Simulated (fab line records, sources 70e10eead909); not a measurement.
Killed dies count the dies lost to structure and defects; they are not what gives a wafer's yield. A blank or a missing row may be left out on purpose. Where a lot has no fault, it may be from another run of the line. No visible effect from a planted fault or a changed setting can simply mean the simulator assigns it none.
Which tool did it? :: flow nandHarc :: 24 lots with 72 wafers sampled at 6 steps, on a route of 1302 steps

## WHAT THE GAUGES READ, wafer by wafer
NHARC_A_CONTACT_OVL_MEAS_70.
lot: L074
measured: day 21 23:54
on: overlay-02
overlayXNm (nm): 0.1 -0.3 -0.4
overlayYNm (nm): -0.5 -0.4 -0.9

lot: L075
measured: day 22 00:22
on: overlay-02
overlayXNm (nm): 0.3 0.4 0.5
overlayYNm (nm): 0.1 -0.4 0.3

lot: L076
measured: day 23 06:23
on: overlay-01
overlayXNm (nm): -1.5 -1.4 -0.8
overlayYNm (nm): 2.4 2.0 1.8

lot: L078
measured: day 23 09:12
on: overlay-01
overlayXNm (nm): 0.0 0.2 0.9
overlayYNm (nm): -1.0 -0.4 -0.6

lot: L077
measured: day 23 15:46
on: overlay-02
overlayXNm (nm): 0.6 0.9 1.3
overlayYNm (nm): 0.1 0.1 -0.2

lot: L079
measured: day 24 00:43
on: overlay-02
overlayXNm (nm): 0.4 -0.3 0.4
overlayYNm (nm): 0.8 0.7 0.9

lot: L081
measured: day 24 21:46
on: overlay-01
overlayXNm (nm): -0.6 -1.3 -0.9
overlayYNm (nm): 1.1 0.9 0.9

lot: L082
measured: day 25 02:45
on: overlay-02
overlayXNm (nm): 0.5 0.1 -0.7
overlayYNm (nm): 0.8 0.7 0.7

lot: L080
measured: day 25 03:14
on: overlay-01
overlayXNm (nm): -0.2 0.1 0.3
overlayYNm (nm): -0.4 0.2 -0.8

lot: L083
measured: day 25 16:13
on: overlay-02
overlayXNm (nm): -0.5 -1.3 -0.9
overlayYNm (nm): 1.2 1.4 0.9

lot: L085
measured: day 26 18:15
on: overlay-02
overlayXNm (nm): 0.9 1.6 2.1
overlayYNm (nm): -0.4 0.1 -0.4

lot: L084
measured: day 27 10:04
on: overlay-01
overlayXNm (nm): -1.7 -1.7 -1.4
overlayYNm (nm): -0.5 0.5 0.1

lot: L087
measured: day 27 10:43
on: overlay-01
overlayXNm (nm): 0.5 0.7 0.8
overlayYNm (nm): 0.4 0.6 0.1

lot: L086
measured: day 27 11:29
on: overlay-02
overlayXNm (nm): -0.1 -0.3 0.4
overlayYNm (nm): 1.5 1.3 1.1

lot: L091
measured: day 28 07:02
on: overlay-02
overlayXNm (nm): -0.2 -0.4 -0.2
overlayYNm (nm): 0.2 0.5 0.7

lot: L090
measured: day 28 10:16
on: overlay-01
overlayXNm (nm): -1.1 -1.1 -1.4
overlayYNm (nm): 0.8 0.6 1.5

lot: L088
measured: day 28 14:18
on: overlay-01
overlayXNm (nm): 0.4 0.9 1.1
overlayYNm (nm): -0.3 -1.2 -0.8

lot: L089
measured: day 29 04:13
on: overlay-02
overlayXNm (nm): -0.8 -1.4 -1.5
overlayYNm (nm): -0.7 -1.2 -0.1

lot: L092
measured: day 29 10:36
on: overlay-01
overlayXNm (nm): -0.6 0.2 -0.5
overlayYNm (nm): -0.7 -0.6 -0.6

lot: L093
measured: day 30 08:22
on: overlay-01
overlayXNm (nm): -0.8 -0.5 -1.2
overlayYNm (nm): -0.8 -0.7 -0.9

lot: L094
measured: day 30 08:45
on: overlay-01
overlayXNm (nm): 0.5 0.9 0.6
overlayYNm (nm): 0.3 0.6 0.4

lot: L095
measured: day 30 20:14
on: overlay-02
overlayXNm (nm): 2.0 1.7 0.9
overlayYNm (nm): 1.1 1.0 0.9

lot: L096
measured: day 31 04:31
on: overlay-01
overlayXNm (nm): 0.4 -0.5 0.6
overlayYNm (nm): -0.9 -0.8 -0.7

lot: L097
measured: day 31 16:16
on: overlay-01
overlayXNm (nm): 0.8 1.4 0.9
overlayYNm (nm): -0.5 -0.6 -0.4

NHARC_A_BLC_INSPECT_12.
lot: L074
measured: day 22 16:03
on: defectInspect-02
rawDefectCount: 92 103 103

lot: L075
measured: day 22 14:56
on: defectInspect-02
rawDefectCount: 24 18 22

lot: L076
measured: day 23 21:06
on: defectInspect-02
rawDefectCount: 83 75 66

lot: L078
measured: day 23 23:58
on: defectInspect-01
rawDefectCount: 116 142 122

lot: L077
measured: day 24 06:07
on: defectInspect-02
rawDefectCount: 64 69 75

lot: L079
measured: day 24 16:43
on: defectInspect-02
rawDefectCount: 93 83 69

lot: L081
measured: day 25 17:09
on: defectInspect-01
rawDefectCount: 91 91 79

lot: L082
measured: day 25 17:44
on: defectInspect-02
rawDefectCount: 123 117 139

lot: L080
measured: day 25 20:21
on: defectInspect-01
rawDefectCount: 59 65 81

lot: L083
measured: day 26 09:54
on: defectInspect-02
rawDefectCount: 47 41 38

lot: L085
measured: day 27 13:30
on: defectInspect-02
rawDefectCount: 82 62 72

lot: L084
measured: day 28 07:17
on: defectInspect-02
rawDefectCount: 132 148 147

lot: L087
measured: day 28 08:41
on: defectInspect-01
rawDefectCount: 31 31 34

lot: L086
measured: day 28 09:46
on: defectInspect-01
rawDefectCount: 121 114 108

lot: L091
measured: day 28 22:45
on: defectInspect-01
rawDefectCount: 75 68 79

lot: L090
measured: day 29 05:30
on: defectInspect-01
rawDefectCount: 103 113 108

lot: L088
measured: day 29 11:27
on: defectInspect-01
rawDefectCount: 53 54 49

lot: L089
measured: day 29 23:07
on: defectInspect-02
rawDefectCount: 69 60 71

lot: L092
measured: day 30 02:53
on: defectInspect-01
rawDefectCount: 107 122 129

lot: L093
measured: day 30 23:03
on: defectInspect-02
rawDefectCount: 40 34 27

lot: L094
measured: day 31 01:52
on: defectInspect-02
rawDefectCount: 132 134 128

lot: L095
measured: day 31 10:26
on: defectInspect-01
rawDefectCount: 77 64 71

lot: L096
measured: day 31 21:33
on: defectInspect-02
rawDefectCount: 134 162 122

lot: L097
measured: day 32 11:51
on: defectInspect-01
rawDefectCount: 33 22 28

## WHICH TOOL RAN EACH LOT (tool, then ch and the chambers of the sampled wafers, then the start)
lot: L074
NHARC_A_CONTACT_ETCH_122: harCapEtch-02 ch 0,1, day 21 17:04
NHARC_A_CONTACT_ETCH_125: harCapEtch-02 ch 0,1, day 22 02:10
NHARC_A_CONTACT_ETCH_106: rieDiel-03 ch 1,3, day 22 04:48
NHARC_A_CONTACT_ETCH_110: rieDiel-11 ch 2,3, day 22 13:13

lot: L075
NHARC_A_CONTACT_ETCH_122: harCapEtch-03 ch 0,1, day 21 17:13
NHARC_A_CONTACT_ETCH_125: harCapEtch-03 ch 0,1, day 22 02:14
NHARC_A_CONTACT_ETCH_106: rieDiel-07 ch 1,2, day 22 04:55
NHARC_A_CONTACT_ETCH_110: rieDiel-07 ch 2,3, day 22 12:10

lot: L076
NHARC_A_CONTACT_ETCH_122: harCapEtch-01 ch 0,1, day 22 22:22
NHARC_A_CONTACT_ETCH_125: harCapEtch-01 ch 0,1, day 23 08:14
NHARC_A_CONTACT_ETCH_106: rieDiel-07 ch 0,3, day 23 10:58
NHARC_A_CONTACT_ETCH_110: rieDiel-03 ch 0,2, day 23 18:28

lot: L078
NHARC_A_CONTACT_ETCH_122: harCapEtch-03 ch 0,1, day 23 02:22
NHARC_A_CONTACT_ETCH_125: harCapEtch-03 ch 0,1, day 23 11:07
NHARC_A_CONTACT_ETCH_106: rieDiel-03 ch 0,1,3, day 23 14:32
NHARC_A_CONTACT_ETCH_110: rieDiel-07 ch 1,2,3, day 23 21:19

lot: L077
NHARC_A_CONTACT_ETCH_122: harCapEtch-02 ch 0,1, day 23 08:15
NHARC_A_CONTACT_ETCH_125: harCapEtch-03 ch 0,1, day 23 17:41
NHARC_A_CONTACT_ETCH_106: rieDiel-07 ch 0,1,2, day 23 20:25
NHARC_A_CONTACT_ETCH_110: rieDiel-11 ch 1,2,3, day 24 03:26

lot: L079
NHARC_A_CONTACT_ETCH_122: harCapEtch-02 ch 0,1, day 23 17:14
NHARC_A_CONTACT_ETCH_125: harCapEtch-03 ch 0,1, day 24 02:36
NHARC_A_CONTACT_ETCH_106: rieDiel-03 ch 0,1,2, day 24 05:20
NHARC_A_CONTACT_ETCH_110: rieDiel-07 ch 2,3, day 24 14:00

lot: L081
NHARC_A_CONTACT_ETCH_122: harCapEtch-02 ch 0,1, day 24 15:18
NHARC_A_CONTACT_ETCH_125: harCapEtch-02 ch 0,1, day 24 23:37
NHARC_A_CONTACT_ETCH_106: rieDiel-03 ch 1,2,3, day 25 02:50
NHARC_A_CONTACT_ETCH_110: rieDiel-03 ch 1,3, day 25 14:23

lot: L082
NHARC_A_CONTACT_ETCH_122: harCapEtch-03 ch 0,1, day 24 18:34
NHARC_A_CONTACT_ETCH_125: harCapEtch-03 ch 0,1, day 25 04:37
NHARC_A_CONTACT_ETCH_106: rieDiel-07 ch 0,2,3, day 25 07:22
NHARC_A_CONTACT_ETCH_110: rieDiel-07 ch 0,1,2, day 25 14:59

lot: L080
NHARC_A_CONTACT_ETCH_122: harCapEtch-01 ch 0,1, day 24 18:40
NHARC_A_CONTACT_ETCH_125: harCapEtch-01 ch 0,1, day 25 05:04
NHARC_A_CONTACT_ETCH_106: rieDiel-07 ch 0,2, day 25 07:49
NHARC_A_CONTACT_ETCH_110: rieDiel-07 ch 1,3, day 25 17:34

lot: L083
NHARC_A_CONTACT_ETCH_122: harCapEtch-02 ch 0,1, day 25 08:16
NHARC_A_CONTACT_ETCH_125: harCapEtch-03 ch 0,1, day 25 18:03
NHARC_A_CONTACT_ETCH_106: rieDiel-11 ch 0,2,3, day 25 20:46
NHARC_A_CONTACT_ETCH_110: rieDiel-07 ch 0,2,3, day 26 07:06

lot: L085
NHARC_A_CONTACT_ETCH_122: harCapEtch-02 ch 0,1, day 26 11:25
NHARC_A_CONTACT_ETCH_125: harCapEtch-03 ch 0,1, day 26 20:07
NHARC_A_CONTACT_ETCH_106: rieDiel-03 ch 0,1,3, day 26 22:50
NHARC_A_CONTACT_ETCH_110: rieDiel-11 ch 0,1,2, day 27 10:31

lot: L084
NHARC_A_CONTACT_ETCH_122: harCapEtch-01 ch 0,1, day 27 03:01
NHARC_A_CONTACT_ETCH_125: harCapEtch-02 ch 0,1, day 27 14:32
NHARC_A_CONTACT_ETCH_106: rieDiel-11 ch 0,2,3, day 27 17:19
NHARC_A_CONTACT_ETCH_110: rieDiel-11 ch 0,1, day 28 04:23

lot: L087
NHARC_A_CONTACT_ETCH_122: harCapEtch-02 ch 0,1, day 27 04:00
NHARC_A_CONTACT_ETCH_125: harCapEtch-03 ch 0,1, day 27 16:13
NHARC_A_CONTACT_ETCH_106: rieDiel-11 ch 1,2,3, day 27 18:56
NHARC_A_CONTACT_ETCH_110: rieDiel-03 ch 2,3, day 28 05:56

lot: L086
NHARC_A_CONTACT_ETCH_122: harCapEtch-03 ch 0,1, day 27 04:16
NHARC_A_CONTACT_ETCH_125: harCapEtch-01 ch 0,1, day 27 16:53
NHARC_A_CONTACT_ETCH_106: rieDiel-11 ch 0,1,2, day 27 22:26
NHARC_A_CONTACT_ETCH_110: rieDiel-03 ch 2,3, day 28 07:08

lot: L091
NHARC_A_CONTACT_ETCH_122: harCapEtch-02 ch 0,1, day 27 22:57
NHARC_A_CONTACT_ETCH_125: harCapEtch-02 ch 0,1, day 28 09:02
NHARC_A_CONTACT_ETCH_106: rieDiel-03 ch 1,2,3, day 28 11:57
NHARC_A_CONTACT_ETCH_110: rieDiel-03 ch 1,2,3, day 28 19:57

lot: L090
NHARC_A_CONTACT_ETCH_122: harCapEtch-03 ch 0,1, day 28 00:21
NHARC_A_CONTACT_ETCH_125: harCapEtch-03 ch 0, day 28 12:08
NHARC_A_CONTACT_ETCH_106: rieDiel-11 ch 0,1, day 28 14:56
NHARC_A_CONTACT_ETCH_110: rieDiel-11 ch 0,2,3, day 29 02:43

lot: L088
NHARC_A_CONTACT_ETCH_122: harCapEtch-01 ch 0,1, day 28 01:46
NHARC_A_CONTACT_ETCH_125: harCapEtch-02 ch 0,1, day 28 16:53
NHARC_A_CONTACT_ETCH_106: rieDiel-03 ch 0,2,3, day 28 19:55
NHARC_A_CONTACT_ETCH_110: rieDiel-11 ch 0,1,3, day 29 08:40

lot: L089
NHARC_A_CONTACT_ETCH_122: harCapEtch-01 ch 0,1, day 28 17:44
NHARC_A_CONTACT_ETCH_125: harCapEtch-03 ch 0,1, day 29 06:07
NHARC_A_CONTACT_ETCH_106: rieDiel-03 ch 2,3, day 29 08:52
NHARC_A_CONTACT_ETCH_110: rieDiel-11 ch 0,3, day 29 20:17

lot: L092
NHARC_A_CONTACT_ETCH_122: harCapEtch-02 ch 1, day 29 03:41
NHARC_A_CONTACT_ETCH_125: harCapEtch-01 ch 0,1, day 29 12:26
NHARC_A_CONTACT_ETCH_106: rieDiel-03 ch 0,1, day 29 15:12
NHARC_A_CONTACT_ETCH_110: rieDiel-11 ch 0,1,3, day 30 00:04

lot: L093
NHARC_A_CONTACT_ETCH_122: harCapEtch-01 ch 0,1, day 30 01:54
NHARC_A_CONTACT_ETCH_125: harCapEtch-01 ch 0,1, day 30 10:45
NHARC_A_CONTACT_ETCH_106: rieDiel-03 ch 2,3, day 30 13:27
NHARC_A_CONTACT_ETCH_110: rieDiel-03 ch 0,3, day 30 20:17

lot: L094
NHARC_A_CONTACT_ETCH_122: harCapEtch-02 ch 0,1, day 30 02:08
NHARC_A_CONTACT_ETCH_125: harCapEtch-02 ch 0,1, day 30 10:51
NHARC_A_CONTACT_ETCH_106: rieDiel-11 ch 0,2,3, day 30 14:18
NHARC_A_CONTACT_ETCH_110: rieDiel-07 ch 0,1,2, day 30 23:04

lot: L095
NHARC_A_CONTACT_ETCH_122: harCapEtch-03 ch 0, day 30 07:09
NHARC_A_CONTACT_ETCH_125: harCapEtch-03 ch 1, day 30 22:09
NHARC_A_CONTACT_ETCH_106: rieDiel-03 ch 0,1, day 31 00:50
NHARC_A_CONTACT_ETCH_110: rieDiel-07 ch 0,2,3, day 31 07:40

lot: L096
NHARC_A_CONTACT_ETCH_122: harCapEtch-01 ch 0,1, day 30 22:15
NHARC_A_CONTACT_ETCH_125: harCapEtch-03 ch 0,1, day 31 06:43
NHARC_A_CONTACT_ETCH_106: rieDiel-07 ch 0,1,3, day 31 09:29
NHARC_A_CONTACT_ETCH_110: rieDiel-07 ch 0,1,3, day 31 18:44

lot: L097
NHARC_A_CONTACT_ETCH_122: harCapEtch-02 ch 0,1, day 31 06:43
NHARC_A_CONTACT_ETCH_125: harCapEtch-02 ch 0,1, day 31 18:06
NHARC_A_CONTACT_ETCH_106: rieDiel-07 ch 0,1, day 31 20:49
NHARC_A_CONTACT_ETCH_110: rieDiel-11 ch 0,1,2, day 32 09:13
- NHARC_A_CONTACT_ETCH_122: etches the open film in C4F8/O2/Ar, time 190 s, target depth 1850 nm.
- NHARC_A_CONTACT_ETCH_125: etches the open film in C4F8/O2/Ar, time 197 s, target depth 1918 nm.
- NHARC_A_CONTACT_ETCH_106: etches the open film in CF4/O2, target depth 90 nm, overetch 9 nm, time 49.5 s.
- NHARC_A_CONTACT_ETCH_110: etches the open film in CF4/O2, target depth 60 nm, overetch 6 nm, time 33 s.

## AS READ BY THE TOOLS THEMSELVES (means over the sampled wafers that have a number; for cases with no such wafer, the mark the record gives instead)
NHARC_A_CONTACT_ETCH_106.
lot: L074
tool: rieDiel-03
drypumpMotorCurrentA (A): 5.6
oesProductAu (a.u.): 1.003
rfVppV (V): 195.8
showerheadPlenumPTorr (Torr): 1.26
throttleValvePct (%): 13.411

lot: L075
tool: rieDiel-07
drypumpMotorCurrentA (A): 5.6
oesProductAu (a.u.): 1.024
rfVppV (V): 198.4
showerheadPlenumPTorr (Torr): 1.32
throttleValvePct (%): 13.403

lot: L076
tool: rieDiel-07
drypumpMotorCurrentA (A): 5.6
oesProductAu (a.u.): 1.003
rfVppV (V): 196.9
showerheadPlenumPTorr (Torr): 1.26
throttleValvePct (%): 13.395

lot: L078
tool: rieDiel-03
drypumpMotorCurrentA (A): 5.6
oesProductAu (a.u.): 1.003
rfVppV (V): 196.5
showerheadPlenumPTorr (Torr): 1.26
throttleValvePct (%): 13.387

lot: L077
tool: rieDiel-07
drypumpMotorCurrentA (A): 5.7
oesProductAu (a.u.): 1.005
rfVppV (V): 196.5
showerheadPlenumPTorr (Torr): 1.31
throttleValvePct (%): 13.403

lot: L079
tool: rieDiel-03
drypumpMotorCurrentA (A): 5.6
oesProductAu (a.u.): 0.990
rfVppV (V): 196.9
showerheadPlenumPTorr (Torr): 1.29
throttleValvePct (%): 13.397

lot: L081
tool: rieDiel-03
drypumpMotorCurrentA (A): 5.6
oesProductAu (a.u.): 0.999
rfVppV (V): 196.8
showerheadPlenumPTorr (Torr): 1.29
throttleValvePct (%): 13.398

lot: L082
tool: rieDiel-07
drypumpMotorCurrentA (A): 5.6
oesProductAu (a.u.): 1.004
rfVppV (V): 196.0
showerheadPlenumPTorr (Torr): 1.26
throttleValvePct (%): 13.402

lot: L080
tool: rieDiel-07
drypumpMotorCurrentA (A): 5.8
oesProductAu (a.u.): 1.020
rfVppV (V): 196.1
showerheadPlenumPTorr (Torr): 1.25
throttleValvePct (%): 13.390

lot: L083
tool: rieDiel-11
drypumpMotorCurrentA (A): 5.8
oesProductAu (a.u.): 0.984
rfVppV (V): 197.4
showerheadPlenumPTorr (Torr): 1.33
throttleValvePct (%): 13.398

lot: L085
tool: rieDiel-03
drypumpMotorCurrentA (A): 5.6
oesProductAu (a.u.): 0.996
rfVppV (V): 195.9
showerheadPlenumPTorr (Torr): 1.26
throttleValvePct (%): 13.387

lot: L084
tool: rieDiel-11
drypumpMotorCurrentA (A): 5.8
oesProductAu (a.u.): 0.995
rfVppV (V): 197.6
showerheadPlenumPTorr (Torr): 1.33
throttleValvePct (%): 13.394

lot: L087
tool: rieDiel-11
drypumpMotorCurrentA (A): 5.6
oesProductAu (a.u.): 0.996
rfVppV (V): 197.7
showerheadPlenumPTorr (Torr): 1.32
throttleValvePct (%): 13.400

lot: L086
tool: rieDiel-11
drypumpMotorCurrentA (A): 5.9
oesProductAu (a.u.): 1.000
rfVppV (V): 198.5
showerheadPlenumPTorr (Torr): 1.37
throttleValvePct (%): 13.399

lot: L091
tool: rieDiel-03
drypumpMotorCurrentA (A): 5.6
oesProductAu (a.u.): 0.992
rfVppV (V): 196.2
showerheadPlenumPTorr (Torr): 1.28
throttleValvePct (%): 13.400

lot: L090
tool: rieDiel-11
drypumpMotorCurrentA (A): 5.7
oesProductAu (a.u.): 1.001
rfVppV (V): 199.0
showerheadPlenumPTorr (Torr): 1.40
throttleValvePct (%): 13.402

lot: L088
tool: rieDiel-03
drypumpMotorCurrentA (A): 5.9
oesProductAu (a.u.): 0.993
rfVppV (V): 196.5
showerheadPlenumPTorr (Torr): 1.28
throttleValvePct (%): 13.389

lot: L089
tool: rieDiel-03
drypumpMotorCurrentA (A): 5.9
oesProductAu (a.u.): 0.981
rfVppV (V): 196.9
showerheadPlenumPTorr (Torr): 1.27
throttleValvePct (%): 13.397

lot: L092
tool: rieDiel-03
drypumpMotorCurrentA (A): 5.6
oesProductAu (a.u.): 1.006
rfVppV (V): 196.5
showerheadPlenumPTorr (Torr): 1.26
throttleValvePct (%): 13.405

lot: L093
tool: rieDiel-03
drypumpMotorCurrentA (A): 5.9
oesProductAu (a.u.): 0.974
rfVppV (V): 196.8
showerheadPlenumPTorr (Torr): 1.27
throttleValvePct (%): 13.395

lot: L094
tool: rieDiel-11
drypumpMotorCurrentA (A): 5.8
oesProductAu (a.u.): 0.998
rfVppV (V): 197.7
showerheadPlenumPTorr (Torr): 1.33
throttleValvePct (%): 13.407

lot: L095
tool: rieDiel-03
drypumpMotorCurrentA (A): 5.6
oesProductAu (a.u.): 1.005
rfVppV (V): 196.0
showerheadPlenumPTorr (Torr): 1.26
throttleValvePct (%): 13.400

lot: L096
tool: rieDiel-07
drypumpMotorCurrentA (A): 5.6
oesProductAu (a.u.): 0.993
rfVppV (V): 197.5
showerheadPlenumPTorr (Torr): 1.30
throttleValvePct (%): 13.395

lot: L097
tool: rieDiel-07
drypumpMotorCurrentA (A): 5.7
oesProductAu (a.u.): 0.997
rfVppV (V): 196.7
showerheadPlenumPTorr (Torr): 1.29
throttleValvePct (%): 13.390

NHARC_A_CONTACT_ETCH_110.
lot: L074
tool: rieDiel-11
drypumpMotorCurrentA (A): 5.4
oesProductAu (a.u.): 0.988
rfVppV (V): 196.5
showerheadPlenumPTorr (Torr): 1.28
throttleValvePct (%): 13.394

lot: L075
tool: rieDiel-07
drypumpMotorCurrentA (A): 5.6
oesProductAu (a.u.): 1.011
rfVppV (V): 197.3
showerheadPlenumPTorr (Torr): 1.28
throttleValvePct (%): 13.401

lot: L076
tool: rieDiel-03
drypumpMotorCurrentA (A): 5.9
oesProductAu (a.u.): 1.002
rfVppV (V): 197.0
showerheadPlenumPTorr (Torr): 1.30
throttleValvePct (%): 13.395

lot: L078
tool: rieDiel-07
drypumpMotorCurrentA (A): 5.5
oesProductAu (a.u.): 1.010
rfVppV (V): 196.7
showerheadPlenumPTorr (Torr): 1.32
throttleValvePct (%): 13.403

lot: L077
tool: rieDiel-11
drypumpMotorCurrentA (A): 5.6
oesProductAu (a.u.): 0.988
rfVppV (V): 197.3
showerheadPlenumPTorr (Torr): 1.32
throttleValvePct (%): 13.398

lot: L079
tool: rieDiel-07
drypumpMotorCurrentA (A): 5.5
oesProductAu (a.u.): 1.014
rfVppV (V): 196.9
showerheadPlenumPTorr (Torr): 1.27
throttleValvePct (%): 13.397

lot: L081
tool: rieDiel-03
drypumpMotorCurrentA (A): 5.6
oesProductAu (a.u.): 0.999
rfVppV (V): 195.9
showerheadPlenumPTorr (Torr): 1.25
throttleValvePct (%): 13.405

lot: L082
tool: rieDiel-07
drypumpMotorCurrentA (A): 5.7
oesProductAu (a.u.): 1.008
rfVppV (V): 197.0
showerheadPlenumPTorr (Torr): 1.31
throttleValvePct (%): 13.392

lot: L080
tool: rieDiel-07
drypumpMotorCurrentA (A): 5.4
oesProductAu (a.u.): 1.005
rfVppV (V): 196.7
showerheadPlenumPTorr (Torr): 1.31
throttleValvePct (%): 13.400

lot: L083
tool: rieDiel-07
drypumpMotorCurrentA (A): 5.7
oesProductAu (a.u.): 1.012
rfVppV (V): 197.5
showerheadPlenumPTorr (Torr): 1.26
throttleValvePct (%): 13.402

lot: L085
tool: rieDiel-11
drypumpMotorCurrentA (A): 5.9
oesProductAu (a.u.): 0.995
rfVppV (V): 198.5
showerheadPlenumPTorr (Torr): 1.38
throttleValvePct (%): 13.399

lot: L084
tool: rieDiel-11
drypumpMotorCurrentA (A): 5.9
oesProductAu (a.u.): 0.999
rfVppV (V): 199.5
showerheadPlenumPTorr (Torr): 1.42
throttleValvePct (%): 13.394

lot: L087
tool: rieDiel-03
drypumpMotorCurrentA (A): 5.9
oesProductAu (a.u.): 0.982
rfVppV (V): 196.2
showerheadPlenumPTorr (Torr): 1.27
throttleValvePct (%): 13.395

lot: L086
tool: rieDiel-03
drypumpMotorCurrentA (A): 5.9
oesProductAu (a.u.): 0.988
rfVppV (V): 196.8
showerheadPlenumPTorr (Torr): 1.27
throttleValvePct (%): 13.389

lot: L091
tool: rieDiel-03
drypumpMotorCurrentA (A): 5.6
oesProductAu (a.u.): 0.990
rfVppV (V): 196.0
showerheadPlenumPTorr (Torr): 1.28
throttleValvePct (%): 13.400

lot: L090
tool: rieDiel-11
drypumpMotorCurrentA (A): 5.8
oesProductAu (a.u.): 0.997
rfVppV (V): 198.1
showerheadPlenumPTorr (Torr): 1.33
throttleValvePct (%): 13.396

lot: L088
tool: rieDiel-11
drypumpMotorCurrentA (A): 5.6
oesProductAu (a.u.): 0.999
rfVppV (V): 198.7
showerheadPlenumPTorr (Torr): 1.36
throttleValvePct (%): 13.393

lot: L089
tool: rieDiel-11
drypumpMotorCurrentA (A): 5.5
oesProductAu (a.u.): 1.003
rfVppV (V): 197.4
showerheadPlenumPTorr (Torr): 1.32
throttleValvePct (%): 13.402

lot: L092
tool: rieDiel-11
drypumpMotorCurrentA (A): 5.6
oesProductAu (a.u.): 1.000
rfVppV (V): 197.9
showerheadPlenumPTorr (Torr): 1.36
throttleValvePct (%): 13.391

lot: L093
tool: rieDiel-03
drypumpMotorCurrentA (A): 5.9
oesProductAu (a.u.): 1.004
rfVppV (V): 195.5
showerheadPlenumPTorr (Torr): 1.25
throttleValvePct (%): 13.399

lot: L094
tool: rieDiel-07
drypumpMotorCurrentA (A): 5.6
oesProductAu (a.u.): 1.006
rfVppV (V): 197.4
showerheadPlenumPTorr (Torr): 1.31
throttleValvePct (%): 13.393

lot: L095
tool: rieDiel-07
drypumpMotorCurrentA (A): 5.7
oesProductAu (a.u.): 0.992
rfVppV (V): 196.4
showerheadPlenumPTorr (Torr): 1.26
throttleValvePct (%): 13.397

lot: L096
tool: rieDiel-07
drypumpMotorCurrentA (A): 5.6
oesProductAu (a.u.): 0.992
rfVppV (V): 198.3
showerheadPlenumPTorr (Torr): 1.30
throttleValvePct (%): 13.408

lot: L097
tool: rieDiel-11
drypumpMotorCurrentA (A): 5.9
oesProductAu (a.u.): 0.995
rfVppV (V): 198.6
showerheadPlenumPTorr (Torr): 1.36
throttleValvePct (%): 13.395

## THE ANSWER, worked out from the rows above alone
Rule: what is usual is taken from the lots themselves. Put in order of their means at a reading, lots are off if they are a third of the lots or fewer, leave a main group of 4 or more, and stand apart from it by a gap of 3 or more times the standard deviation of the main group's means; of several such gaps the widest counts. Not used: any main group whose means are identical at the precision the tables above print for the reading. A lot without any number at a reading at which 4 lots or more have one is off too. All remaining lots with rows at the step are treated as sound. Order of review: gauges by route order, followed by the tools' own readings, for which a lot's mean as printed above is used. At the first step where some lot is off, the reading lying furthest off is the one used; lots without a number count as furthest.
Across all readings shown, no lot is off: no conclusion can be drawn from this.

## WHAT THE SIMULATOR HAD INSERTED
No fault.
